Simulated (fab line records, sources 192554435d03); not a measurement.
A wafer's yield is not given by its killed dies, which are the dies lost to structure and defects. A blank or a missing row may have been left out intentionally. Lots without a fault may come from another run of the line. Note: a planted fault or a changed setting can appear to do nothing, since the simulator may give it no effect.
A lot that was struck, set against a sound lot + flow n5-finfet + 15 out of 1938 route steps
Sound: these wafers, L852.2, L852.5, L852.6. Struck: wafer L861.6. The cause is given at the end.
For every step that has rows: the tool of each side, followed by ch and its chambers, followed by its first start. Under that, the readings that differ: sound wafers + struck wafers + difference of the means + sigmas: that difference in standard deviations of wafers without a fault.
alike: same words and numbers on both sides, and readings whose means sit less than 2 such deviations apart. not compared: any withheld reading, any reading some wafer has no value for, any bound like >300 that may hide the same value, and any number with overlapping values for which the record gives no deviation.
Wherever a step has rows on one side only, a row that says differs or no value, or a row with sigmas, the two part there. Numbers that have no deviation but don't overlap get no sigmas and don't part them. A reading that every wafer of one side lacks parts them only if that side has two wafers or more.

N5_BEOL_M4_ETCH_41: etches SiCN in CH3F/O2, target depth 29.9 nm, time 52.5 s.
  sound: rie-diel-04 ch 0,3; struck: rie-diel-03 ch 2
  alike: drypump-motor-current-A, oes-product-au, rf-vpp-V, showerhead-plenum-p-Torr, throttle-valve-pct
  not compared: rf-hours-counter-h
N5_BEOL_M4_STRIP_97: strips in N2/H2, time 10 s.
  sound: rie-diel-04 ch 0,3; struck: rie-diel-03 ch 2
| reading      | sound          | struck | difference | sigmas |
|--------------|----------------|--------|------------|--------|
| rf-vpp-V (V) | 59.7 57.4 57.9 | 59.9   | +1.6       | +2     |
  alike: bias-power-w, drypump-motor-current-A, oes-product-au, showerhead-plenum-p-Torr, throttle-valve-pct
  not compared: rf-hours-counter-h
N5_BEOL_M4_OCD_MEAS_38:
  sound on ocd-01, day 9 05:11; struck on ocd-02, day 12 19:40
  alike: trench-depth-nm
then, 4 steps without rows for these wafers: N5_BEOL_M4_HM_STRIP_39 (strips TiN in peroxide tin strip, target depth 25 nm, time 158 s); N5_BEOL_M4_SRD_40 (time 30 s); N5_BEOL_M4_PRECLEAN_42 (cleans in residue remover, time 60 s); N5_BEOL_M4_SRD_43 (time 30 s).
N5_BEOL_M4_CD_MEAS_35: target cd 18 nm, target cd y 22.4 nm.
  sound on cd-sem-03, day 9 05:20; struck on cd-sem-02, day 12 19:50
  alike: cd-nm
N5_BEOL_M4_DEGAS_44: time 60 s.
  sound on pvd-sputter-03, day 9 05:55; struck on pvd-sputter-01, day 12 19:55
  alike: heater-power-w, susceptor-temp-C
N5_BEOL_M4_PRE_CLEAN_45: time 30 s.
  sound on pvd-sputter-03, day 9 05:58; struck on pvd-sputter-01, day 12 19:58
  alike: heater-power-w, susceptor-temp-C
then, 2 steps without rows for these wafers: N5_BEOL_M4_ALD_84 (deposits TaN, pulse time 2 s, purge time 3 s, co reactant purge time 2 s); N5_BEOL_M4_SURFACE_TREAT_85.
N5_BEOL_M4_CVD_47: deposits Co from CCTBA/H2, target thk 3 nm, time 223.8 s.
  sound on cvd-co-02 ch 0,1, day 9 06:40; struck on cvd-co-02 ch 0, day 12 20:23
| reading          | sound             | struck | difference | sigmas |
|------------------|-------------------|--------|------------|--------|
| run-length-s (s) | 245.7 245.9 247.7 | 250.4  | +4.0       | +7     |
N5_BEOL_M4_SPUTTER_48: material Cu, target thk 4.5 nm, time 8.29 s.
  sound on pvd-sputter-03, day 9 08:40; struck on pvd-sputter-01, day 12 20:31
  alike: susceptor-temp-C, throttle-valve-pct
-- here the record skips 4 days between the struck wafers' starts before and after, leaving off in module BEOL_M4 and picking up in module PASSIVATION (first step shown: number 1936 of the route) --
N5_PASSIVATION_PROBE_49:
  record: rows for the struck wafers here (prober-01, day 17 08:07), none for the sound ones

== WHERE THEY PART ==
Earliest at N5_BEOL_M4_STRIP_97; latest, in this record, at N5_PASSIVATION_PROBE_49.

WHY: whatever the simulator had introduced
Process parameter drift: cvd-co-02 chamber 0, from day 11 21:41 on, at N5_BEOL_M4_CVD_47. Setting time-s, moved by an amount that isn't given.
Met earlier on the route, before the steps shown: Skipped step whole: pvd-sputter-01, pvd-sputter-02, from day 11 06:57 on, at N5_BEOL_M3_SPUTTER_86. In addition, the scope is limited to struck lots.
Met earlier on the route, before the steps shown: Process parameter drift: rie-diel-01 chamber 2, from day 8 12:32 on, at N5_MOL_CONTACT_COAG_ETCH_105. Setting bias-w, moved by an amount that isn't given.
